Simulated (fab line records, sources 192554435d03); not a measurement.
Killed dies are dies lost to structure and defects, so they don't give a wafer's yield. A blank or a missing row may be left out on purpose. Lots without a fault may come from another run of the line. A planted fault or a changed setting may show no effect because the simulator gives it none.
Split-lot experiment | flow n5_finfet | 7 lots, 21 wafers read, on a route of 1938 steps

THE SPLIT
At N5_FIN_SAQP_HM_DEP_03 (deposits SiNx from SiH4/NH3/N2, target thk 38 nm, time 33.6 s), the setting time_s was moved away from the recipe's 33.6 s on 8 of the 21 wafers read, by -13.9% to +9.3%. The other wafers ran this setting at the recipe's value.

FROM THE SPLIT TO THE READING: what the file shows between them, 5 steps
- N5_FIN_SAQP_THK_MEAS_05
- N5_FIN_SAQP_EXPOSE_13: exposes mask FIN CORE, target cd 35.6 nm (also split here: dose_mj)
- N5_FIN_SAQP_PEB_14: peb time 60 s
- N5_FIN_SAQP_DEVELOP_15: develop time 30 s
- N5_FIN_SAQP_MANDREL2_REMOVE_60: chemistry HBr/Cl2/O2, target a-Si, stops on SiNx, bt time 10 s

THE READING
etch.depth_nm (the simulator's own value, which no gauge read), in nm, at N5_FIN_SAQP_HM_OPEN_33 (chemistry CH3F/O2, target SiNx, target depth 49.4 nm, time 70.6 s). The file gives no usual value for it. The 13 wafers here that ran the recipe average 37.13 nm, standard deviation 0.44 nm.

wafer  | tool, chamber at the split | time_s as run, s | against the recipe | etch.depth_nm, nm | against lot-mates on the recipe
L074.1 | pecvd-03, 0                | 33.6             | recipe             | 37.23             | -
L074.3 | pecvd-03, 1                | 28.92            | -13.9%             | 31.09             | -6.14
L074.6 | pecvd-03, 0                | 28.92            | -13.9%             | 32.38             | -4.85
L078.1 | pecvd-01, 2                | 33.6             | recipe             | 37.61             | -
L078.2 | pecvd-01, 0                | 33.6             | recipe             | 37.32             | -
L078.5 | pecvd-01, 1                | 30.44            | -9.4%              | 33.76             | -3.71
L081.1 | pecvd-01, 1                | 33.6             | recipe             | 36.66             | -
L081.2 | pecvd-01, 0                | 33.6             | recipe             | 37.74             | -
L081.5 | pecvd-01, 1                | 33.6             | recipe             | 37.48             | -
L088.1 | pecvd-02, 1                | 33.6             | recipe             | 37.1              | -
L088.3 | pecvd-02, 0                | 33.6             | recipe             | 37.23             | -
L088.6 | pecvd-02, 2                | 33.6             | recipe             | 37.29             | -
L090.1 | pecvd-03, 1                | 33.6             | recipe             | 36.12             | -
L090.2 | pecvd-03, 0                | 36.74            | +9.3%              | 40.08             | +3.96
L090.3 | pecvd-03, 2                | 36.74            | +9.3%              | 40.66             | +4.54
L096.1 | pecvd-01, 1                | 36.21            | +7.8%              | 39.55             | +2.91
L096.2 | pecvd-01, 0                | 33.6             | recipe             | 36.64             | -
L096.4 | pecvd-01, 2                | 36.21            | +7.8%              | 40.81             | +4.17
L097.1 | pecvd-01, 1                | 33.6             | recipe             | 36.83             | -
L097.5 | pecvd-01, 0                | 33.6             | recipe             | 37.46             | -
L097.6 | pecvd-01, 2                | 35.73            | +6.3%              | 40.15             | +3.01

THE FIT
A straight line over all 21 wafers: etch.depth_nm changes by +0.381 nm for each +1% of time_s; r = +0.98; the points scatter about the line by 0.51 nm.
The same after taking each lot's own level away (the mean of its wafers on the recipe; 21 wafers): +0.42 nm for each +1%; r = +0.99; scatter 0.41 nm.
On that fit, the largest move of time_s shifts the reading by 5.8 nm.
The lots' own levels span 36.120 to 37.465 nm, that is 3.1 times the standard deviation above.
So the lot-to-lot level changes the slope little: the two slopes agree.
Check: with one of the wafers moved furthest among these (-13.9%) left out of the fit, the line predicts -5.56 nm for it against its lot-mates. It came out at -6.14 nm against them.

OTHER SPLITS ON THESE WAFERS
These wafers also went through other splits before the reading. Each is held against what the fit with the lots' levels taken away leaves over:
other split on the same wafers            | wafers away from the commonest value | r with etch.depth_nm (lot level and that fit taken away)
N5_WELL_APT_EXPOSE_05 dose_mj             | 7                                    | +0.42
N5_WELL_APT_PEB_06 peb_time_s             | 9                                    | -0.14
N5_PMOS_HMC_CHANNEL_EPI_PEB_07 peb_time_s | 6                                    | -0.23
N5_PMOS_HMC_CHANNEL_EPI_ETCH_32 bias_w    | 6                                    | -0.15
N5_FIN_SAQP_EXPOSE_13 dose_mj             | 8                                    | -0.14

THE WHOLE CHAIN: every reading that the file lists as answering this split, in the file's order
step                    | what it does                                                      | reading                                                                            | change (the file's fit)               | r (the file's)
N5_FIN_SAQP_HM_DEP_03   | deposits SiNx from SiH4/NH3/N2, target thk 38 nm, time 33.6 s     | SiNx_of_FIN_SAQP_HM_DEP_03.thk_nm (the simulator's own value, which no gauge read) | +0.417 nm for each +1% of the setting | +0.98
N5_FIN_SAQP_THK_MEAS_05 |                                                                   | thk_nm                                                                             | withheld for each +1% of the setting  | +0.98
N5_FIN_SAQP_HM_OPEN_33  | chemistry CH3F/O2, target SiNx, target depth 49.4 nm, time 70.6 s | etch_rf_on_time_s                                                                  | withheld for each +1% of the setting  | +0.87
N5_FIN_SAQP_HM_OPEN_33  | chemistry CH3F/O2, target SiNx, target depth 49.4 nm, time 70.6 s | etch.depth_nm (the simulator's own value, which no gauge read)                     | +0.42 nm for each +1% of the setting  | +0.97

THE FILE'S OWN FIT
etch.depth_nm changes by +0.42 nm for each +1% of time_s, r = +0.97.
